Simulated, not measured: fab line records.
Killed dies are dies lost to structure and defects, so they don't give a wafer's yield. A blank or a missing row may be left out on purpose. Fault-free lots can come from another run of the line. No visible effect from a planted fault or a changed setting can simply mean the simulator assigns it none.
Matching of chambers ; flow n5-finfet ; N5_BEOL_M13_ETCH_59 on rie-diel-04: 3 sister chambers
The step etches BARC in N2/H2, target depth 89 nm, overetch 26.7 nm, time 67.9 s. 20 wafers are shown with their chamber, then 8 later ones without.

== WAFERS PAIRED WITH THEIR CHAMBERS ==
wafer;chamber;throttle-valve-pct (%);drypump-motor-current-A (A);oes-product-au (a.u.)
L076.2;2;17.95;6.5;0.61
L076.4;3;17.92;6.5;0.60
L076.5;2;17.94;6.6;0.61
L075.3;3;17.89;6.5;0.60
L075.5;2;17.95;6.5;0.62
L075.6;1;18.14;6.2;0.64
L077.2;2;17.94;6.5;0.61
L077.4;3;17.91;6.4;0.60
L077.5;3;17.92;6.4;0.60
L079.3;2;17.94;6.5;0.61
L079.4;3;17.93;6.5;0.60
L079.6;1;18.14;6.2;0.64
L083.1;1;18.15;6.2;0.62
L083.3;2;17.98;6.5;0.60
L083.6;3;17.95;6.4;0.60
L085.3;3;17.93;6.5;0.59
L085.4;1;18.19;6.2;0.63
L085.6;2;18.00;6.5;0.59
L089.3;3;17.95;6.5;0.58
L089.5;3;17.94;6.4;0.59

SIGNATURES (means of the wafers above)
reading;chamber 1;chamber 2;chamber 3;scatter within a chamber
throttle-valve-pct;18.1550;17.9571;17.9267;0.0218
drypump-motor-current-A;6.200;6.514;6.456;0.0426
oes-product-au;0.6325;0.6071;0.5956;0.00854
Rule: for each reading, subtract the chamber's mean from the wafer's reading, divide by that reading's scatter and square the result; add these up over the readings and take the root, which gives the wafer's distance from the chamber. If the next closest chamber is less than 2 further off than the closest, the wafer can't be placed; otherwise it belongs to the closest. The scatter is the square root of a quotient: the sum, over the shown wafers, of each reading's squared deviation from its chamber's mean, divided by wafers minus chambers.

== WAFERS MISSING THEIR CHAMBER ==
wafer;throttle-valve-pct (%);drypump-motor-current-A (A);oes-product-au (a.u.)
L091.2;17.95;6.5;0.58
L091.4;18.20;6.2;0.62
L095.1;18.20;6.2;0.61
L095.2;17.98;6.4;0.58
L095.5;17.96;6.4;0.58
L097.2;17.99;6.5;0.58
L097.5;18.22;6.2;0.60
L097.6;17.57;6.5;0.82

== WHICH CHAMBER EACH ONE RAN IN ==
wafer;from the rows above;in truth
L091.2;can't be placed: 3 or 2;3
L091.4;1;1
L095.1;1;1
L095.2;can't be placed: 3 or 2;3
L095.5;can't be placed: 3 or 2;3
L097.2;can't be placed: 2 or 3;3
L097.5;1;1
L097.6;can't be placed: 2 or 3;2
Correct placement for 3 of the 8. Unplaceable from these rows: 5, with the true chamber sitting among the candidates in 5. Placed wrongly: 0.
